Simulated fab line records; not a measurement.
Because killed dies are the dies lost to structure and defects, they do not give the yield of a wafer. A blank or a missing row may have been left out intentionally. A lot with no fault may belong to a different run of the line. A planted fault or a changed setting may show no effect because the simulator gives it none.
The tool behind it: which one? | flow nand harc | 14 lots, 42 wafers sampled, at 5 steps of a route of 1159

## WHAT THE GAUGES READ, wafer by wafer
NHARC_THIN_TSV_CD_MEAS_16.
lot  | measured     | on        | cd nm (nm)
L636 | day 18 12:17 | cd sem-02 | 998.3 1000.5 999.4
L638 | day 18 19:06 | cd sem-03 | 1004.7 1002.0 1002.8
L639 | day 18 18:04 | cd sem-02 | 1002.5 999.9 999.1
L640 | day 19 11:44 | cd sem-02 | 1000.9 1002.3 1000.6
L642 | day 20 13:15 | cd sem-02 | 999.5 1001.3 1000.2
L643 | day 20 11:54 | cd sem-01 | 1001.6 1004.4 1002.3
L646 | day 21 07:03 | cd sem-01 | 1002.1 1001.7 1001.6
L649 | day 21 23:17 | cd sem-02 | 1001.1 1000.0 1001.0
L650 | day 23 07:52 | cd sem-01 | 1001.2 1001.6 1001.0
L652 | day 23 05:29 | cd sem-02 | 999.9 1003.0 1001.6
L654 | day 22 18:49 | cd sem-02 | 998.8 1002.4 999.1
L655 | day 23 06:41 | cd sem-02 | 1001.8 999.6 999.7
L656 | day 23 17:50 | cd sem-02 | 999.2 999.1 1000.4
L657 | day 23 19:02 | cd sem-03 | 998.5 999.3 1000.0

NHARC_END_SORT_01.
lot  | measured     | on        | killed at array | killed at other | killed at periphery | killed dies | killed open | killed short
L642 | day 21 03:22 | prober-02 | 35 26 30        | 2 1 2           | 640 650 645         | 677 677 677 | 3 5 4       | 4 1 3
L643 | day 21 02:32 | prober-01 | 15 19 9         | 0 0 2           | 662 658 666         | 677 677 677 | 4 4 3       | 2 3 2
L650 | day 24 00:11 | prober-01 | 18 21 26        | 0 0 1           | 2 2 1               | 20 23 28    | 1 2 4       | 4 6 6

## WHAT TOOL EACH LOT RAN ON (gives the tool, then ch and the chambers of the sampled wafers, and finally the start)
lot  | NHARC_P_ZERO_WELL_EXPOSE_34      | NHARC_A_BONDPAD_PVD_17                  | NHARC_A_BONDPAD_ANNEAL_28
L636 | krf scanner-03 ch 0, day 1 16:05 | pvd sputter-01, day 17 18:52 or earlier | rtp anneal-02 ch 0, day 17 18:52
L638 | krf scanner-04 ch 0, day 2 04:09 | pvd sputter-03, day 18 06:27 or earlier | rtp anneal-02 ch 0, day 18 06:27
L639 | krf scanner-03 ch 0, day 2 09:55 | pvd sputter-01, day 18 03:21 or earlier | rtp anneal-02 ch 0, day 18 03:21
L640 | krf scanner-03 ch 0, day 2 15:52 | pvd sputter-01, day 18 20:14 or earlier | rtp anneal-02 ch 0, day 18 20:14
L642 | krf scanner-03 ch 0, day 3 04:05 | pvd sputter-02, day 19 21:34 or earlier | rtp anneal-01 ch 0, day 19 21:34
L643 | krf scanner-03 ch 0, day 3 09:52 | pvd sputter-02, day 19 22:13 or earlier | rtp anneal-02 ch 0, day 19 22:13
L646 | krf scanner-04 ch 0, day 4 03:50 | pvd sputter-02, day 20 15:17 or earlier | rtp anneal-02 ch 0, day 20 15:17
L649 | krf scanner-02 ch 0, day 4 21:53 | pvd sputter-03, day 21 09:07 or earlier | rtp anneal-02 ch 0, day 21 09:07
L650 | krf scanner-02 ch 0, day 5 03:55 | pvd sputter-03, day 22 13:26 or earlier | rtp anneal-01 ch 0, day 22 13:26
L652 | krf scanner-02 ch 0, day 5 15:58 | pvd sputter-03, day 22 16:34 or earlier | rtp anneal-01 ch 0, day 22 16:34
L654 | krf scanner-04 ch 0, day 6 04:00 | pvd sputter-01, day 22 02:55 or earlier | rtp anneal-01 ch 0, day 22 02:55
L655 | krf scanner-02 ch 0, day 6 10:09 | pvd sputter-02, day 22 14:00 or earlier | rtp anneal-02 ch 0, day 22 14:00
L656 | krf scanner-04 ch 0, day 6 15:58 | pvd sputter-03, day 23 03:31 or earlier | rtp anneal-02 ch 0, day 23 03:31
L657 | krf scanner-02 ch 0, day 6 22:10 | pvd sputter-01, day 23 04:58 or earlier | rtp anneal-01 ch 0, day 23 04:58
- NHARC_P_ZERO_WELL_EXPOSE_34: exposes mask P PWELL, target cd 720 nm.
- NHARC_A_BONDPAD_PVD_17: deposits TaN, target thk 5 nm, time 8.06 s.
- NHARC_A_BONDPAD_ANNEAL_28: time 90 s.

## AS READ BY THE TOOLS THEMSELVES (means over the sampled wafers that have a number; for cases with no such wafer, the mark the record gives instead)
NHARC_A_BONDPAD_PVD_17.
lot  | tool           | throttle valve pct (%)
L636 | pvd sputter-01 | 29.7
L638 | pvd sputter-03 | 30.3
L639 | pvd sputter-01 | 29.6
L640 | pvd sputter-01 | 29.5
L642 | pvd sputter-02 | 30.0
L643 | pvd sputter-02 | 30.6
L646 | pvd sputter-02 | 30.0
L649 | pvd sputter-03 | 30.6
L650 | pvd sputter-03 | 29.7
L652 | pvd sputter-03 | 29.8
L654 | pvd sputter-01 | 30.6
L655 | pvd sputter-02 | 30.7
L656 | pvd sputter-03 | 30.2
L657 | pvd sputter-01 | 29.4

NHARC_A_BONDPAD_ANNEAL_28.
lot  | tool          | wafer_temp_C_max
L636 | rtp anneal-02 | 226.3
L638 | rtp anneal-02 | 226.2
L639 | rtp anneal-02 | 226.4
L640 | rtp anneal-02 | 226.5
L642 | rtp anneal-01 | 226.1
L643 | rtp anneal-02 | 226.4
L646 | rtp anneal-02 | 226.1
L649 | rtp anneal-02 | 226.4
L650 | rtp anneal-01 | 225.9
L652 | rtp anneal-01 | 226.0
L654 | rtp anneal-01 | 225.9
L655 | rtp anneal-02 | 226.3
L656 | rtp anneal-02 | 226.2
L657 | rtp anneal-01 | 226.0

## THE ANSWER, worked out from the rows above alone
Rule: what is usual is taken from the lots themselves. Put in order of their means at a reading, lots are off if they are a third of the lots or fewer, leave a main group of 4 or more, and stand apart from it by a gap of 3 or more times the standard deviation of the main group's means; of several such gaps the widest counts. A main group whose means are all the same, to the digits that the tables above print for the reading, isn't used. Also off: a lot with no number at a reading for which 4 or more lots have one. Any other lot the step has rows for is counted as sound. First the gauges in route order, then the tools' own readings, where a lot's mean is used as printed above. At the first step where some lot is off, the reading lying furthest off is the one used; lots without a number count as furthest.
None of the lots is off at any reading shown; this tells nothing.

## WHAT HAD BEEN PUT IN BY THE SIMULATOR
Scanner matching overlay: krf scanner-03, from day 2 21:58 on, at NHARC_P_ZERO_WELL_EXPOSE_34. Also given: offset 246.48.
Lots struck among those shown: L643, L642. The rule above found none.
